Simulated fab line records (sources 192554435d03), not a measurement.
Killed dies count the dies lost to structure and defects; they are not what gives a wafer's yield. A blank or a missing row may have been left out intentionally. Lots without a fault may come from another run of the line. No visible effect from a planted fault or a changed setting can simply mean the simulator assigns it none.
Chamber matching -- flow n5_finfet -- N5_SDB_ETCH_17 on rie_diel-05: 4 sister chambers
The step etches SiARC in CF4, target depth 23.4 nm, time 39 s. 14 wafers are shown with their chamber, then 7 later ones without.

## EACH WAFER AND ITS CHAMBER
wafer,chamber,showerhead_plenum_p_Torr (Torr),drypump_motor_current_A (A),throttle_valve_pct (%)
L078.1,0,2.27,5.8,15.87
L078.2,1,2.12,5.1,15.42
L078.3,2,2.25,5.4,15.24
L082.1,0,2.26,5.9,15.89
L082.4,2,2.25,5.3,15.28
L082.5,1,2.11,5.1,15.43
L084.1,1,2.11,5.1,15.43
L084.2,3,2.04,6.4,15.71
L084.4,0,2.26,5.8,15.90
L085.3,2,2.25,5.4,15.28
L085.4,3,2.04,6.4,15.73
L085.5,2,2.25,5.4,15.28
L086.1,2,2.25,5.4,15.28
L086.2,1,2.11,5.1,15.44

SIGNATURES (averages over the wafers above)
reading,chamber 0,chamber 1,chamber 2,chamber 3,scatter within a chamber
showerhead_plenum_p_Torr,2.2633,2.1125,2.2500,2.0400,0.00376
drypump_motor_current_A,5.833,5.100,5.380,6.400,0.0383
throttle_valve_pct,15.8867,15.4300,15.2720,15.7200,0.0147
Rule: for a wafer and a chamber, the distance is found by dividing, reading by reading, the gap between the wafer's reading and the chamber's mean by the reading's scatter, squaring, summing and taking the root. If the next closest chamber is less than 2 further off than the closest, the wafer can't be placed; otherwise it belongs to the closest. How the scatter is found: for the shown wafers, subtract from each reading the mean of its chamber, square and add these, divide the total by (wafers less chambers), then take the root.

## WAFERS WITH NO CHAMBER GIVEN
wafer,showerhead_plenum_p_Torr (Torr),drypump_motor_current_A (A),throttle_valve_pct (%)
L086.4,2.04,6.4,15.74
L087.2,2.26,5.8,15.94
L087.4,2.11,5.1,15.45
L087.5,2.11,5.1,15.47
L090.1,2.11,5.1,15.46
L090.4,2.26,5.9,15.93
L090.5,2.25,5.4,15.30

## THE CHAMBER EACH PASSED THROUGH
wafer,from the rows above,in truth
L086.4,3,3
L087.2,0,0
L087.4,1,1
L087.5,1,1
L090.1,1,1
L090.4,0,0
L090.5,2,2
7 of 7 placed correctly. From these rows, 0 cannot be placed. 0 placed wrongly.
